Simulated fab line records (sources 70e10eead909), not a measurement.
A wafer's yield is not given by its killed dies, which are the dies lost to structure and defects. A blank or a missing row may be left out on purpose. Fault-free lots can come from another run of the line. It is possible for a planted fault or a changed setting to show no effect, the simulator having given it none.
A struck lot beside a sound one :: flow nand_harc :: 13 steps out of a route of 1159
Sound: these wafers, L160.3, L160.4, L160.6. Struck: wafer L168.3 (L168.1, L168.6, from the same lot, were not struck and are left out); the cause is given at the end.
For every step that has rows: the tool of each side, followed by ch and its chambers, followed by its first start. Under that, the readings that differ: sound wafers :: struck wafers :: difference of the means :: sigmas: that difference in standard deviations of wafers without a fault.
alike: readings with means less than 2 such deviations apart, plus words and numbers identical on both sides. not compared: withheld readings, readings lacking a value on some wafer, bounds such as >300 that could conceal the same value, and numbers that have no deviation in the record and whose values overlap.
Wherever a step has rows on one side only, a row that says differs or no value, or a row with sigmas, the two part there. Numbers that have no deviation but don't overlap get no sigmas and don't part them. Lack of a reading on every wafer of one side parts them only where that side has two or more wafers.

NHARC_A_SLIT_ETCH_29: etches the open film in CF4/O2, target depth 100 nm, overetch 10 nm, time 55 s.
  sound on rie_diel-03 ch 0,1, day 15 08:37; struck on rie_diel-05 ch 1, day 17 16:07
reading: oes_product_au (a.u.)
sound: 0.995 0.990 0.978
struck: 1.007
difference: +0.019
sigmas: +2
  alike: drypump_motor_current_A, rf_vpp_V, showerhead_plenum_p_Torr, throttle_valve_pct
  not compared: rf_hours_counter_h
NHARC_A_SLIT_STRIP_18: strips in O2.
  sound: rie_diel-03 ch 0,1,2; struck: rie_diel-05 ch 1
  alike: drypump_motor_current_A, oes_product_au, rf_vpp_V, showerhead_plenum_p_Torr, throttle_valve_pct
  not compared: rf_hours_counter_h
then, 2 steps without rows for these wafers: NHARC_A_SLIT_PRECLEAN_19 (cleans in SC1); NHARC_A_SLIT_SRD_20.
NHARC_A_SLIT_CD_MEAS_21:
  sound: cd_sem-02 at day 15 09:10; struck: cd_sem-02 at day 17 16:45
  alike: cd_nm
then, 3 steps without rows for these wafers: NHARC_A_SIN_REMOVE_WET_00 (chemistry H3PO4, time 15300 s); NHARC_A_SIN_REMOVE_PRECLEAN_01 (cleans in SC1); NHARC_A_SIN_REMOVE_SRD_02.
NHARC_A_SIN_REMOVE_INSPECT_04:
  sound: defect_inspect-01 at day 15 16:52; struck: defect_inspect-02 at day 18 00:09
  alike: raw_defect_count
NHARC_A_WL_FILL_ALD_00: deposits Al2O3, target thk 3 nm, pulse time 3 s, ald cycles 30.
  sound on ald_hk-04 ch 0,3, day 15 16:55; struck on ald_hk-04 ch 3, day 18 00:17
  alike: heater_power_w, precursor_pulse_height_rel
  not compared: ald_cycles
NHARC_A_WL_FILL_RTA_01: time 5 s.
  sound on rtp_anneal-02 ch 0, day 15 17:14; struck on rtp_anneal-02 ch 0, day 18 00:29
  alike: lamp_power_pct, lamp_zone_6_pct, wafer_temp_C_max
NHARC_A_WL_FILL_ALD_02: deposits TiN, target thk 2 nm, pulse time 3 s, ald cycles 100.
  sound on ald_metal-02 ch 0,1, day 15 17:24; struck on ald_metal-01 ch 2, day 18 00:42
reading: ald_cycles
sound: 100 100 100
struck: 51
difference: -49
sigmas: 
  alike: heater_power_w, precursor_pulse_height_rel
-- break in the record here, with 4 days between the starts of the struck wafers on either side (left off in module A_WL_FILL, picked up again in module END, where the first step shown is number 1159 on the route) --
NHARC_END_SORT_01:
  at this point the record logs the struck wafers (prober-01 ch 0, day 22 03:48) and has no rows for the sound ones

## WHERE THEY PART
Last at NHARC_END_SORT_01 as far as this record goes, first at NHARC_A_SLIT_ETCH_29.

WHY: the cause the simulator had injected
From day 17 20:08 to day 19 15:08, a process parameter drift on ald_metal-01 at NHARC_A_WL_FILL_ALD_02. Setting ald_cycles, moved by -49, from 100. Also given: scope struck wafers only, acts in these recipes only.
